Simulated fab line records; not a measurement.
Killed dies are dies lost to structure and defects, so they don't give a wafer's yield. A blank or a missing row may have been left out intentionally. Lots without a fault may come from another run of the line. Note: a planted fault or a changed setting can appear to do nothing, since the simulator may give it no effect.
fab line records + flow n5Finfet
record
- lots=9
- wafers=26
- lastDay=18
route steps=1938 shown SD_EPI_N@281 SD_EPI_P@304 SD_ACTIVATION@332 BEOL_M4@1111 PASSIVATION@1936
lots that met no fault: taken from a fault-free run of the same line
startH: hours from the record's opening day to when the first of the lot's shown wafers began + waitH: how many hours have passed since the lot's step before this one + " unchanged from the row above + L1.1+2: a single row standing in for several wafers + - no value, or no start given + * or withheld: withheld + < > ~ a bound
route shown NAME@n: a module of which the file shows steps, and the number in the route of the first + usual: mean/standard deviation taken from wafers without a fault + same: alike in all rows + chamber/n: place in a boat + sites: readings site by site + _std_site: the values' standard deviation + _edge_site: the outer-site mean with the inner-site mean subtracted + radiusMm: for every site, how far away it sits from the centre of the wafer + mask NAME#n: copy n + behind: tool/chamber where the wafer was last shaped + hold: the reason the lot was held/the length of the hold in hours/how it ended + device: transistor that didn't switch, given as n, p or np + end of line: the tests these same wafers got at the end of their route + a step without rows: its recipe alone + killed: not the wafer's yield, but the dies lost to structure and defects at the first sort + map: dies across one wafer; x = killed, . = not, _ = none there
set.NAME: the setting that was run; set.NAME@STEP: the one run at that earlier step + model.NAME: the simulator's own value behind a step, which no gauge read
route steps across a sampled set of lots; one table per step, one row per wafer
services: when a tool's chamber went out of use (startH, in hours from the record's first day, below 0 if earlier), for how many hours, and the reason
## steps
# step N5_SD_EPI_N_SD_RECESS_17
# recipe
- chemistry=HBr/Cl2/O2
- targetDepthA=410
- maskMaterial=SOC
- timeS=23.7
- btTimeS=3
- pressureMtorr=10
- icpW=800
- biasW=112
- HBr_flow_sccm=150
- Cl2_flow_sccm=80
- O2_flow_sccm=12
# usual
- drypumpMotorCurrentA=5.8/0.46
- oesProductAu=0.998/0.015
- throttleValvePct=37.09/0.24
| lot.wafer | tool     | chamber | startH | waitH | drypumpMotorCurrentA | oesProductAu | rfHoursCounterH | throttleValvePct |
|-----------|----------|---------|--------|-------|----------------------|--------------|-----------------|------------------|
| L844.1    | rieSi-01 | 3       | 49.06  | 0.0   | 6.7                  | 0.994        | 79              | 37.31            |
| L844.3    | "        | 1       | "      | "     | 5.4                  | 1.025        | 1               | 37.03            |
| L844.6    | "        | 1       | "      | "     | 5.3                  | 1.019        | -               | 37.02            |
| L849.1    | rieSi-04 | 1       | 81.90  | 0.0   | 6.4                  | 0.992        | 5               | 37.02            |
| L849.3    | "        | 0       | "      | "     | 5.8                  | 0.999        | 79              | 37.41            |
| L849.4    | "        | 3       | "      | "     | 5.8                  | 0.996        | 189             | 37.34            |
| L850.2    | rieSi-01 | 0       | 86.14  | 0.0   | 5.3                  | 1.009        | 132             | 37.27            |
| L850.4    | "        | 2       | "      | "     | 5.7                  | 0.983        | 48              | 36.71            |
| L850.5    | "        | 3       | "      | "     | 6.7                  | 0.985        | -               | 37.29            |
| L851.1    | rieSi-01 | 2       | 90.28  | 0.0   | 5.8                  | 0.988        | 48              | 36.71            |
| L851.4    | "        | 3       | "      | "     | 6.7                  | 0.997        | 79              | 37.31            |
| L851.5    | "        | 1       | "      | "     | 5.3                  | 1.010        | -               | 37.01            |
| L854.2    | rieSi-06 | 0       | 108.61 | 0.0   | 6.0                  | 0.958        | 54              | 36.76            |
| L854.3    | "        | 1       | "      | "     | 6.5                  | 1.015        | 56              | 37.05            |
| L854.5    | "        | 0       | "      | "     | 6.0                  | 0.966        | -               | 36.78            |
| L856.1    | rieSi-01 | 1       | 125.40 | 0.0   | 5.3                  | 1.011        | 3               | 37.06            |
| L856.3    | "        | 0       | "      | "     | 5.3                  | 1.002        | 132             | 37.25            |
| L856.4    | "        | 3       | "      | "     | 6.7                  | 0.987        | 80              | 37.30            |
| L865.2    | rieSi-06 | 0       | 177.42 | 0.0   | 6.0                  | 0.964        | 55              | 36.75            |
| L865.4    | "        | 3       | "      | "     | 5.7                  | 1.020        | 131             | 37.24            |
| L865.6    | "        | 0       | "      | "     | 5.9                  | 0.961        | -               | 36.77            |
| L866.5    | rieSi-04 | 2       | 188.70 | 0.1   | 5.5                  | 0.994        | -               | 36.88            |
| L866.6    | "        | 1       | "      | "     | 6.4                  | 0.997        | -               | 37.02            |
| L867.1    | rieSi-01 | 2       | 193.31 | 0.0   | 5.8                  | 0.987        | 50              | 36.73            |
| L867.2    | "        | 1       | "      | "     | 5.3                  | 1.016        | 4               | 37.02            |
| L867.3    | "        | 3       | "      | "     | 6.7                  | 0.984        | 81              | 37.31            |
# step N5_SD_EPI_P_OVL_MEAS_10
# recipe
- pointsPerWafer=44
# usual
- SD_P_BLK_OVL=-0.1/0.72
| lot.wafer | tool       | chamber | startH | waitH | SD_P_BLK_OVL[nm] |
|-----------|------------|---------|--------|-------|------------------|
| L844.1    | overlay-01 | 0       | 52.94  | 0.0   | -1.8             |
| L844.3    | "          | 0       | "      | "     | -0.2             |
| L844.6    | "          | 0       | "      | "     | 0.3              |
| L849.1    | overlay-02 | 0       | 85.60  | 0.0   | -0.9             |
| L849.3    | "          | 0       | "      | "     | -1.0             |
| L849.4    | "          | 0       | "      | "     | 0.3              |
| L850.2    | overlay-01 | 0       | 89.99  | 0.0   | 0.1              |
| L850.4    | "          | 0       | "      | "     | 0.9              |
| L850.5    | "          | 0       | "      | "     | -0.2             |
| L851.1    | overlay-02 | 0       | 93.97  | 0.0   | 0.2              |
| L851.4    | "          | 0       | "      | "     | -0.1             |
| L851.5    | "          | 0       | "      | "     | 0.2              |
| L854.2    | overlay-02 | 0       | 112.18 | 0.0   | -0.7             |
| L854.3    | "          | 0       | "      | "     | 0.1              |
| L854.5    | "          | 0       | "      | "     | -1.9             |
| L856.1    | overlay-02 | 0       | 129.08 | 0.0   | -0.6             |
| L856.3    | "          | 0       | "      | "     | 0.2              |
| L856.4    | "          | 0       | "      | "     | 0.1              |
| L865.2    | overlay-01 | 0       | 181.11 | 0.0   | -0.6             |
| L865.4    | "          | 0       | "      | "     | -0.8             |
| L865.6    | "          | 0       | "      | "     | -1.8             |
| L866.5    | overlay-01 | 0       | 192.62 | 0.0   | -0.4             |
| L866.6    | "          | 0       | "      | "     | -0.6             |
| L867.1    | overlay-01 | 0       | 197.74 | 0.0   | 0.8              |
| L867.2    | "          | 0       | "      | "     | 0.9              |
| L867.3    | "          | 0       | "      | "     | 1.1              |
# step N5_SD_EPI_P_ETCH_37
# recipe
- chemistry=N2/H2
- target=SOC
- overetchA=1080
- maskMaterial=SiARC
- tempC=40
- ionEnergyEv=100
- sourceW=3000
- biasW=133
- pressureMtorr=20
- timeS=486
- n2FlowSccm=200
- h2FlowSccm=200
- ends=endPoint
# usual
- drypumpMotorCurrentA=5.6/0.41
- oesProductAu=0.71/0.083
- rfVppV=241.0/1.1
- showerheadPlenumPTorr=2.57/0.066
- throttleValvePct=23.8/0.35
| lot.wafer | tool       | chamber | startH | waitH | drypumpMotorCurrentA | oesProductAu | rfHoursCounterH | rfVppV | showerheadPlenumPTorr | throttleValvePct |
|-----------|------------|---------|--------|-------|----------------------|--------------|-----------------|--------|-----------------------|------------------|
| L844.1    | rieDiel-04 | 0       | 53.10  | 0.0   | 5.9                  | 0.72         | 94              | 241.5  | 2.55                  | 23.4             |
| L844.3    | "          | 2       | "      | "     | 6.4                  | 0.86         | 5               | 241.5  | 2.61                  | 24.2             |
| L844.6    | "          | 0       | "      | "     | 5.9                  | 0.72         | -               | 239.7  | 2.55                  | 23.4             |
| L849.1    | rieDiel-04 | 2       | 85.75  | 0.0   | 6.4                  | 0.82         | 19              | 242.1  | 2.61                  | 24.2             |
| L849.3    | "          | 0       | "      | "     | 5.9                  | 0.72         | 106             | 239.9  | 2.55                  | 23.4             |
| L849.4    | "          | 0       | "      | "     | 5.9                  | 0.71         | -               | 239.4  | 2.54                  | 23.4             |
| L850.2    | rieDiel-04 | 0       | 90.14  | 0.0   | 5.9                  | 0.71         | 108             | 240.3  | 2.54                  | 23.5             |
| L850.4    | "          | 2       | "      | "     | 6.4                  | 0.82         | -               | 241.8  | 2.60                  | 24.2             |
| L850.5    | "          | 1       | "      | "     | 5.3                  | 0.60         | -               | 240.7  | 2.49                  | 24.1             |
| L851.1    | rieDiel-02 | 2       | 94.60  | 0.0   | 5.6                  | 0.70         | 138             | 241.0  | 2.54                  | 23.3             |
| L851.4    | "          | 0       | "      | "     | 5.3                  | 0.63         | 232             | 239.2  | 2.42                  | 24.0             |
| L851.5    | "          | 2       | "      | "     | 5.6                  | 0.70         | -               | 242.0  | 2.54                  | 23.3             |
| L854.2    | rieDiel-05 | 1       | 112.32 | 0.0   | 5.6                  | 0.68         | 135             | 240.8  | 2.53                  | 23.6             |
| L854.3    | "          | 0       | "      | "     | 6.2                  | 0.68         | 149             | 243.8  | 2.65                  | 24.1             |
| L854.5    | "          | 3       | "      | "     | 5.6                  | 0.87         | -               | 240.5  | 2.48                  | 23.2             |
| L856.1    | rieDiel-02 | 3       | 129.23 | 0.0   | 5.2                  | 0.65         | 156             | 241.8  | 2.66                  | 24.2             |
| L856.3    | "          | 0       | "      | "     | 5.3                  | 0.63         | 242             | 239.0  | 2.42                  | 24.1             |
| L856.4    | "          | 1       | "      | "     | 4.9                  | 0.63         | 235             | 242.1  | 2.60                  | 23.7             |
| L865.2    | rieDiel-05 | 0       | 181.26 | 0.0   | 6.2                  | 0.67         | 168             | 240.4  | 2.64                  | 24.2             |
| L865.4    | "          | 2       | "      | "     | 5.5                  | 0.80         | 37              | 241.7  | 2.60                  | 23.7             |
| L865.6    | "          | 2       | "      | "     | 5.5                  | 0.80         | -               | 241.1  | 2.60                  | 23.6             |
| L866.5    | rieDiel-02 | 2       | 193.55 | 0.3   | 5.6                  | 0.68         | -               | 240.9  | 2.53                  | 23.3             |
| L866.6    | "          | 3       | "      | "     | 5.2                  | 0.64         | -               | 242.3  | 2.65                  | 24.3             |
| L867.1    | rieDiel-02 | 0       | 197.96 | 0.0   | 5.4                  | 0.87         | 2               | 243.4  | 2.74                  | 23.7             |
| L867.2    | "          | 3       | "      | "     | 5.2                  | 0.64         | 176             | 242.8  | 2.65                  | 24.3             |
| L867.3    | "          | 2       | "      | "     | 5.6                  | 0.68         | 165             | 241.4  | 2.52                  | 23.3             |
# step N5_SD_EPI_P_EPI_21
# recipe
- material=SiGe:B
- dopant=B
- tempC=550
- pressureTorr=20
- ambient=H2
- timeS=355
# usual
- epiGrowthTimeS=355/0
| lot.wafer | tool        | chamber | startH | waitH | epiGrowthTimeS |
|-----------|-------------|---------|--------|-------|----------------|
| L844.1    | epiRpcvd-01 | 0       | 54.36  | 0.1   | 355            |
| L844.3    | "           | 0       | "      | "     | 355            |
| L844.6    | "           | 0       | 56.16  | 1.8   | 355            |
| L849.1    | epiRpcvd-01 | 0       | 87.01  | 0.1   | 355            |
| L849.3    | "           | 0       | "      | "     | 355            |
| L849.4    | "           | 0       | "      | "     | 355            |
| L850.2    | epiRpcvd-04 | 0       | 91.76  | 0.5   | 355            |
| L850.4    | "           | 0       | "      | "     | 355            |
| L850.5    | "           | 0       | "      | "     | 355            |
| L851.1    | epiRpcvd-01 | 0       | 95.87  | 0.1   | 355            |
| L851.4    | "           | 0       | 96.95  | 1.1   | 355            |
| L851.5    | "           | 0       | "      | "     | 355            |
| L854.2    | epiRpcvd-01 | 0       | 113.94 | 0.5   | 377.18         |
| L854.3    | "           | 0       | "      | "     | 377.18         |
| L854.5    | "           | 0       | "      | "     | 377.18         |
| L856.1    | epiRpcvd-01 | 0       | 130.49 | 0.1   | 377.18         |
| L856.3    | "           | 0       | "      | "     | 377.18         |
| L856.4    | "           | 0       | "      | "     | 377.18         |
| L865.2    | epiRpcvd-04 | 0       | 182.88 | 0.5   | 355            |
| L865.4    | "           | 0       | "      | "     | 355            |
| L865.6    | "           | 0       | "      | "     | 355            |
| L866.5    | epiRpcvd-02 | 0       | 196.22 | 1.5   | 355            |
| L866.6    | "           | 0       | "      | "     | 355            |
| L867.1    | epiRpcvd-02 | 0       | 199.45 | 0.1   | 355            |
| L867.2    | "           | 0       | "      | "     | 355            |
| L867.3    | "           | 0       | "      | "     | 355            |
# step N5_SD_ACTIVATION_RS_MEAS_03
# recipe
- thkMeasGauge=four-point-probe
# usual
- RS_SD_N=21.80/0.28
- RS_SD_P=55.9/0.94
| lot.wafer | tool         | chamber | startH | waitH | RS_SD_N[ohm/sq] | RS_SD_P[ohm/sq] |
|-----------|--------------|---------|--------|-------|-----------------|-----------------|
| L844.1    | filmMetro-02 | -       | 57.17  | 0.2   | 21.71           | 54.1            |
| L844.3    | "            | -       | "      | "     | 21.77           | 54.1            |
| L844.6    | "            | -       | "      | "     | 21.53           | 53.3            |
| L849.1    | filmMetro-02 | -       | 89.81  | 0.2   | 22.06           | 57.3            |
| L849.3    | "            | -       | "      | "     | 21.94           | 57.5            |
| L849.4    | "            | -       | "      | "     | 21.78           | 56.9            |
| L850.2    | filmMetro-02 | -       | 94.22  | 0.2   | 21.93           | 55.8            |
| L850.4    | "            | -       | "      | "     | 21.42           | 54.2            |
| L850.5    | "            | -       | "      | "     | 21.52           | 55.9            |
| L851.1    | filmMetro-01 | -       | 98.68  | 0.2   | 21.68           | 56.4            |
| L851.4    | "            | -       | "      | "     | 21.77           | 54.9            |
| L851.5    | "            | -       | "      | "     | 22.01           | 55.8            |
| L854.2    | filmMetro-01 | -       | 116.70 | 0.2   | 21.65           | 52.7            |
| L854.3    | "            | -       | "      | "     | 21.27           | 53.2            |
| L854.5    | "            | -       | "      | "     | 21.15           | 51.9            |
| L856.1    | filmMetro-01 | -       | 137.20 | 0.2   | 21.88           | 52.6            |
| L856.3    | "            | -       | "      | "     | 21.85           | 52.6            |
| L856.4    | "            | -       | "      | "     | 21.64           | 53.2            |
| L865.2    | filmMetro-02 | -       | 187.65 | 0.2   | 21.60           | 57.2            |
| L865.4    | "            | -       | "      | "     | 21.80           | 56.9            |
| L865.6    | "            | -       | "      | "     | 21.71           | 56.2            |
| L866.5    | filmMetro-02 | -       | 197.66 | 0.1   | 21.69           | 55.3            |
| L866.6    | "            | -       | "      | "     | 21.74           | 56.1            |
| L867.1    | filmMetro-02 | -       | 202.39 | 0.2   | 21.79           | 56.4            |
| L867.2    | "            | -       | "      | "     | 22.13           | 57.4            |
| L867.3    | "            | -       | "      | "     | 22.20           | 55.9            |
# step N5_BEOL_M4_RC_MEAS_101
# usual
- DIBL_N=35.7/1.5
- DIBL_P=35.7/2
- IOFF_N=0.155/0.026
- IOFF_P=0.20/0.031
- ION_N=675/11
- ION_P=462/7.1
- RS_SD_P=65.7/1
- SS_N=71.3/0.57
- SS_P=73.1/0.56
- VT_N=250/3
- VT_P=-251/3
| lot.wafer | tool      | chamber | startH | waitH | DIBL_N[mV/V] | DIBL_P[mV/V] | IOFF_N[nA/um] | IOFF_P[nA/um] | ION_N[uA/um] | ION_P[uA/um] | RS_SD_P[ohm/sq] | SS_N[mV/dec] | SS_P[mV/dec] | VT_N[mV] | VT_P[mV] |
|-----------|-----------|---------|--------|-------|--------------|--------------|---------------|---------------|--------------|--------------|-----------------|--------------|--------------|----------|----------|
| L844.1    | prober-02 | 0       | 175.87 | 0.0   | 36.7         | 36.3         | 0.153         | 0.21          | 667          | 459          | 62.7            | 71.6         | 72.7         | 251      | -252     |
| L844.3    | "         | 0       | "      | "     | 37.2         | 36.8         | 0.171         | 0.23          | 673          | 459          | 63.9            | 71.7         | 73.6         | 250      | -249     |
| L844.6    | "         | 0       | "      | "     | 35.3         | 34.4         | 0.142         | 0.18          | 666          | 461          | 63.0            | 71.2         | 72.6         | 252      | -251     |
| L849.1    | prober-01 | 0       | 198.41 | 0.0   | 32.8         | 32.8         | 0.124         | 0.17          | 669          | 460          | 66.8            | 71.5         | 72.4         | 251      | -251     |
| L849.3    | "         | 0       | "      | "     | 30.9         | 30.8         | 0.101         | 0.14          | 638          | 444          | 67.0            | 69.9         | 71.8         | 256      | -255     |
| L849.4    | "         | 0       | "      | "     | 34.8         | 34.6         | 0.152         | 0.19          | 676          | 460          | 67.1            | 71.7         | 72.7         | 247      | -252     |
| L850.2    | prober-01 | 0       | 216.71 | 0.2   | 36.2         | 37.5         | 0.178         | 0.24          | 685          | 470          | 66.1            | 71.6         | 72.9         | 246      | -247     |
| L850.4    | "         | 0       | "      | "     | 37.4         | 38.2         | 0.200         | 0.24          | 684          | 469          | 64.9            | 71.5         | 73.6         | 245      | -246     |
| L850.5    | "         | 0       | "      | "     | 35.3         | 36.8         | 0.169         | 0.22          | 686          | 475          | 65.0            | 70.8         | 72.9         | 247      | -250     |
| L851.1    | prober-01 | 0       | 217.48 | 0.7   | 34.3         | 34.2         | 0.123         | 0.16          | 676          | 456          | 66.4            | 71.0         | 73.0         | 253      | -253     |
| L851.4    | "         | 0       | "      | "     | 31.8         | 31.0         | 0.089         | 0.13          | 667          | 460          | 65.0            | 70.7         | 72.3         | 259      | -258     |
| L851.5    | "         | 0       | "      | "     | 32.5         | 31.7         | 0.099         | 0.13          | 658          | 453          | 65.7            | 70.8         | 71.9         | 257      | -258     |
| L854.2    | prober-01 | 0       | 232.45 | 0.2   | 34.5         | 35.2         | 0.134         | 0.17          | 678          | 465          | 61.8            | 71.0         | 72.7         | 251      | -254     |
| L854.3    | "         | 0       | "      | "     | 37.3         | 38.1         | 0.171         | 0.21          | 684          | 464          | 62.7            | 72.0         | 74.3         | 247      | -252     |
| L854.5    | "         | 0       | "      | "     | 37.2         | 37.7         | 0.164         | 0.20          | 682          | 463          | 61.7            | 71.2         | 74.1         | 250      | -251     |
| L856.1    | prober-01 | 0       | 252.89 | 0.0   | 35.4         | 35.9         | 0.176         | 0.24          | 693          | 480          | 62.2            | 71.7         | 73.7         | 246      | -247     |
| L856.3    | "         | 0       | "      | "     | 34.8         | 35.0         | 0.153         | 0.21          | 682          | 473          | 62.0            | 70.9         | 73.1         | 249      | -247     |
| L856.4    | "         | 0       | "      | "     | 34.9         | 34.9         | 0.155         | 0.21          | 678          | 472          | 62.1            | 70.7         | 73.3         | 248      | -249     |
| L865.2    | prober-02 | 0       | 312.09 | 0.2   | 31.0         | 29.9         | 0.093         | 0.14          | 657          | 459          | 65.9            | 69.6         | 71.6         | 255      | -254     |
| L865.4    | "         | 0       | "      | "     | 36.2         | 35.2         | 0.162         | 0.20          | 678          | 460          | 64.8            | 71.8         | 73.4         | 248      | -250     |
| L865.6    | "         | 0       | "      | "     | 37.6         | 38.5         | 0.201         | 0.26          | 679          | 464          | 66.5            | 71.5         | 73.3         | 249      | -248     |
| L866.5    | prober-01 | 0       | 312.16 | 0.6   | 36.4         | 38.0         | 0.163         | 0.20          | 666          | 459          | 63.9            | 71.1         | 73.1         | 246      | -252     |
| L866.6    | "         | 0       | "      | "     | 37.0         | 39.4         | 0.172         | 0.22          | 676          | 464          | 65.5            | 71.1         | 73.1         | 249      | -251     |
| L867.1    | prober-02 | 0       | 320.07 | 0.0   | 36.7         | 38.3         | 0.173         | 0.21          | 680          | 466          | 65.6            | 72.6         | 73.2         | 247      | -251     |
| L867.2    | "         | 0       | "      | "     | 37.4         | 38.4         | 0.189         | 0.22          | 674          | 461          | 67.0            | 71.5         | 73.3         | 246      | -251     |
| L867.3    | "         | 0       | "      | "     | 35.5         | 37.9         | 0.159         | 0.21          | 683          | 462          | 65.6            | 72.3         | 72.8         | 249      | -250     |
# step N5_PASSIVATION_PROBE_49
# usual
- defectLimitedYield=91.4/1.5
- killed_at_M0_to_M3=34/10
- killed_at_M4_up=15/6
- killedAtContacts=12/6
- killedAtFrontEnd=37/11
- killedAtOther=3.3/2.8
- killedDies=101/18
- killedOpen=66/14
- killedShort=33/7.8
- sort_bin_5_function=5.0/0.97
- sort_bin_6_memory=3.2/0.72
- sort_bin_8_speed=0.00/0.01
- sortNPass=1079/18
- sortYieldPct=91.4/1.5
# same
- grossDies=1180
- killedAtBackSide=0
- sort_bin_4_leakage[%]=0
| lot.wafer | tool      | chamber | startH | waitH | defectLimitedYield[%] | killed_at_M0_to_M3 | killed_at_M4_up | killedAtContacts | killedAtFrontEnd | killedAtOther | killedDies | killedOpen | killedShort | sort_bin_5_function[%] | sort_bin_6_memory[%] | sort_bin_8_speed[%] | sortNPass | sortYieldPct[%] |
|-----------|-----------|---------|--------|-------|-----------------------|--------------------|-----------------|------------------|------------------|---------------|------------|------------|-------------|------------------------|----------------------|---------------------|-----------|-----------------|
| L850.2    | prober-02 | -       | 321.89 | 0.1   | 91.9                  | 39                 | 11              | 21               | 25               | 0             | 96         | 58         | 36          | 4.7                    | 2.9                  | 0                   | 1084      | 91.9            |
| L850.4    | prober-02 | -       | 321.99 | 0.2   | 89.5                  | 54                 | 11              | 15               | 40               | 4             | 124        | 80         | 43          | 6.8                    | 3.3                  | 0                   | 1056      | 89.5            |
| L850.5    | prober-02 | -       | 322.04 | 0.2   | 91.0                  | 48                 | 18              | 18               | 20               | 2             | 106        | 74         | 31          | 5.3                    | 3.2                  | 0                   | 1074      | 91.0            |
# killed by level:class
L850.2 MOL_CONTACT_COAG:geometricParticle:open=16 BEOL_M0_SAQP:geometricParticle:open=14 BEOL_M0_SAQP:geometricParticle:short=11 BEOL_M1:geometricParticle:open=7 MOL_CONTACT_COAG:geometricParticle:short=5 STARTING-WAFER:geometricParticle:short=5 FIN_SAQP:geometricParticle:open=4 BEOL_M3:geometricParticle:open=4
L850.4 BEOL_M0_SAQP:geometricParticle:open=16 MOL_CONTACT_COAG:geometricParticle:open=13 FIN_SAQP:geometricParticle:open=10 BEOL_M0_SAQP:geometricParticle:short=10 BEOL_M1:geometricParticle:open=9 DUMMY_GATE:geometricParticle:open=6 BEOL_M0:geometricParticle:short=6 BEOL_M3:geometricParticle:open=6
L850.5 MOL_CONTACT_COAG:geometricParticle:open=11 BEOL_M0_SAQP:geometricParticle:short=11 BEOL_M2:geometricParticle:open=10 DUMMY_GATE:geometricParticle:open=9 BEOL_M0_SAQP:geometricParticle:open=8 MOL_CONTACT_COAG:geometricParticle:short=7 BEOL_M1:geometricParticle:open=7 BEOL_M4:geometricParticle:open=7
## services
| tool        | chamber | startH | hours | kind   |
|-------------|---------|--------|-------|--------|
| epiRpcvd-01 | -       | 25.17  | 6.0   | pm     |
| rieDiel-04  | 3       | 28.67  | 77.2  | repair |
| rieSi-01    | -       | 45.46  | 0.5   | repair |
| rieSi-06    | 0       | 46.11  | 1.2   | repair |
| rieSi-01    | 0       | 49.64  | 3.3   | repair |
| rieDiel-05  | 3       | 55.54  | 9.2   | repair |
| rieDiel-04  | 0       | 57.00  | 4.1   | repair |
| epiRpcvd-04 | -       | 63.57  | 8.1   | pm     |
| rieDiel-05  | 2       | 63.93  | 2.1   | repair |
| epiRpcvd-04 | -       | 74.79  | 1.3   | repair |
| epiRpcvd-04 | -       | 77.90  | 6.0   | pm     |
| rieSi-01    | -       | 95.57  | 4.3   | pm     |
| rieDiel-05  | 1       | 112.71 | 3.3   | repair |
| rieSi-04    | 1       | 129.85 | 13.3  | repair |
| rieSi-04    | 2       | 130.62 | 24.5  | repair |
| rieDiel-04  | 2       | 143.32 | 5.9   | repair |
| rieDiel-04  | -       | 144.48 | 0.2   | repair |
| rieDiel-02  | 2       | 145.20 | 5.7   | repair |
| epiRpcvd-04 | -       | 159.94 | 0.8   | repair |
| rieDiel-02  | -       | 174.67 | 14.6  | pm     |
| rieSi-06    | 0       | 179.43 | 4.0   | repair |
| rieSi-01    | 0       | 185.59 | 12.8  | repair |
| rieDiel-02  | 0       | 190.78 | 2.9   | repair |
| rieSi-01    | -       | 192.54 | 0.2   | repair |
## key
firstSign
- step=N5_SD_EPI_P_EPI_21
- reading=epiGrowthTimeS
- direction=up
- sigmas=99+
- usual=*
- struck=*
effect
- step=N5_SD_ACTIVATION_RS_MEAS_03
- reading=RS_SD_P
- direction=down
- sigmas=3.4
- usual=55.9
- struck=52.7
effect
- step=N5_BEOL_M4_RC_MEAS_101
- reading=RS_SD_P
- direction=down
- sigmas=3.5
- usual=65.7
- struck=62.1
metAt N5_SD_EPI_P_EPI_21
struckLots L854,L856
notActingAt N5_SD_EPI_N_SD_RECESS_17,N5_SD_EPI_P_OVL_MEAS_10,N5_SD_EPI_P_ETCH_37
onsetBetween 95.87 113.94
fault
- kind=processParameterDrift
- tool=epiRpcvd-01
- chamber=-
- onsetH=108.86
- steps=N5_SD_EPI_P_EPI_21
- channel=epiGrowthTimeS
- offset=*
- shape=step
- endH=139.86
- actsIn=*
- stated=*
